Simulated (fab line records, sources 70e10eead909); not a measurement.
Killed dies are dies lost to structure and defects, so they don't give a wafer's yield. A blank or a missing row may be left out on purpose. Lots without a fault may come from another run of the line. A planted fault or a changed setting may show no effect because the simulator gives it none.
Chamber matching | flow nand_harc | NHARC_P_M0_PRE_CLEAN_31 on pecvd-04: 3 sister chambers
The step time 12 s. 16 wafers are shown with their chamber, then 8 later ones without.

WAFERS WITH THEIR CHAMBER
wafer  | chamber | heater_power_w (W)
L089.1 | 0       | 592
L089.2 | 1       | 604
L089.3 | 2       | 638
L089.4 | 0       | 595
L089.5 | 2       | 632
L089.6 | 1       | 599
L094.1 | 2       | 542
L094.2 | 1       | 667
L094.3 | 0       | 595
L094.4 | 0       | 587
L094.5 | 1       | 653
L094.6 | 2       | 541
L092.1 | 2       | 652
L092.2 | 1       | 609
L092.3 | 0       | 596
L092.4 | 2       | 639

SIGNATURES (means of the wafers above)
reading        | chamber 0 | chamber 1 | chamber 2 | scatter within a chamber
heater_power_w | 593.00    | 626.40    | 607.33    | 36.4
Rule: a wafer's distance from a chamber is the root of the sum, over the readings, of the square of ((its reading less the chamber's mean) divided by the reading's scatter). The wafer belongs to the nearest chamber; if the next one is less than 2 further off, it can't be placed. The scatter: the root of (the sum of the squares of (reading less its chamber's mean) over the shown wafers, divided by (wafers less chambers)).

WAFERS WITHOUT THEIR CHAMBER
wafer  | heater_power_w (W)
L092.5 | 601
L092.6 | 609
L096.1 | 634
L096.2 | 583
L096.3 | 602
L096.4 | 601
L096.5 | 621
L096.6 | 611

WHICH CHAMBER EACH WENT THROUGH
wafer  | from the rows above          | in truth
L092.5 | can't be placed: 2 or 0 or 1 | 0
L092.6 | can't be placed: 2 or 0 or 1 | 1
L096.1 | can't be placed: 1 or 2 or 0 | 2
L096.2 | can't be placed: 0 or 2 or 1 | 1
L096.3 | can't be placed: 2 or 0 or 1 | 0
L096.4 | can't be placed: 2 or 0 or 1 | 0
L096.5 | can't be placed: 1 or 2 or 0 | 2
L096.6 | can't be placed: 2 or 1 or 0 | 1
Placed correctly: 0 of 8. Can't be placed from these rows: 8 (the true chamber is among the candidates in 8). Placed wrongly: 0.
